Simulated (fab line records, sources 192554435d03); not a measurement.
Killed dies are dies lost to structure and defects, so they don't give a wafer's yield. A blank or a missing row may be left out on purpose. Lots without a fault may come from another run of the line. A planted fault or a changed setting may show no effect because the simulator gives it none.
Split-lot experiment | flow n5_finfet | 7 lots, 21 wafers read, on a route of 1938 steps

THE SPLIT
At N5_BEOL_M14_ETCH_68 (etches SOC in N2/H2, time 450 s), the setting time_s was moved away from the recipe's 450 s on 7 of the 21 wafers read, by -8.3% to +21.0%. The other wafers ran this setting at the recipe's value.

The reading is taken at the split's own step.

THE READING
SiARC_of_BEOL_M14_COAT_66.thk_nm (the simulator's own value, which no gauge read), in nm, at N5_BEOL_M14_ETCH_68 (etches SOC in N2/H2, time 450 s). The file gives no usual value for it. The 14 wafers here that ran the recipe average 65.0 nm, standard deviation 0.78 nm.

wafer  | tool, chamber at the split | time_s as run, s | against the recipe | SiARC_of_BEOL_M14_COAT_66.thk_nm, nm | against lot-mates on the recipe
L075.1 | rie_diel-04, 0             | 450              | recipe             | 64.8                                 | -
L075.3 | rie_diel-04, 1             | 412.8            | -8.3%              | 68.2                                 | +3.5
L075.6 | rie_diel-04, 2             | 450              | recipe             | 64.6                                 | -
L077.1 | rie_diel-04, 1             | 544.7            | +21.0%             | 55                                   | -10.2
L077.2 | rie_diel-04, 3             | 450              | recipe             | 65.2                                 | -
L077.5 | rie_diel-04, 0             | 544.7            | +21.0%             | 55.8                                 | -9.4
L080.4 | rie_diel-03, 1             | 450              | recipe             | 65                                   | -
L080.5 | rie_diel-03, 2             | 450              | recipe             | 64.6                                 | -
L080.6 | rie_diel-03, 3             | 450              | recipe             | 63.6                                 | -
L082.1 | rie_diel-03, 1             | 450              | recipe             | 65.8                                 | -
L082.2 | rie_diel-03, 2             | 535.7            | +19.0%             | 56                                   | -9.8
L082.4 | rie_diel-03, 2             | 535.7            | +19.0%             | 56.6                                 | -9.2
L083.1 | rie_diel-03, 2             | 450              | recipe             | 64.8                                 | -
L083.4 | rie_diel-03, 0             | 522.9            | +16.2%             | 58.2                                 | -6.6
L083.6 | rie_diel-03, 3             | 522.9            | +16.2%             | 56.6                                 | -8.2
L093.1 | rie_diel-04, 3             | 450              | recipe             | 64.2                                 | -
L093.3 | rie_diel-04, 2             | 450              | recipe             | 64.8                                 | -
L093.6 | rie_diel-04, 3             | 450              | recipe             | 64                                   | -
L097.2 | rie_diel-03, 1             | 450              | recipe             | 66.6                                 | -
L097.3 | rie_diel-03, 3             | 450              | recipe             | 65.4                                 | -
L097.4 | rie_diel-03, 0             | 450              | recipe             | 66                                   | -

THE FIT
A straight line over all 21 wafers: SiARC_of_BEOL_M14_COAT_66.thk_nm changes by -0.453 nm for each +1% of time_s; r = -0.99; the points scatter about the line by 0.74 nm.
The same after taking each lot's own level away (the mean of its wafers on the recipe; 21 wafers): -0.472 nm for each +1%; r = -0.99; scatter 0.5 nm.
On that fit, the largest move of time_s shifts the reading by 9.9 nm.
The lots' own levels span 64.33 to 66.00 nm, that is 2.1 times the standard deviation above.
So the lot-to-lot level changes the slope little: the two slopes agree.
Check: with one of the wafers moved furthest among these (+21.0%) left out of the fit, the line predicts -9.9 nm for it against its lot-mates. It came out at -10.2 nm against them.

OTHER SPLITS ON THESE WAFERS
These wafers also went through other splits before the reading. Each is held against what the fit with the lots' levels taken away leaves over:
other split on the same wafers    | wafers away from the commonest value | r with SiARC_of_BEOL_M14_COAT_66.thk_nm (lot level and that fit taken away)
N5_BEOL_M13_TRENCH_ETCH_34 time_s | 8                                    | -0.19

THE FILE'S OWN FIT
SiARC_of_BEOL_M14_COAT_66.thk_nm changes by -0.472 nm for each +1% of time_s, r = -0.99.
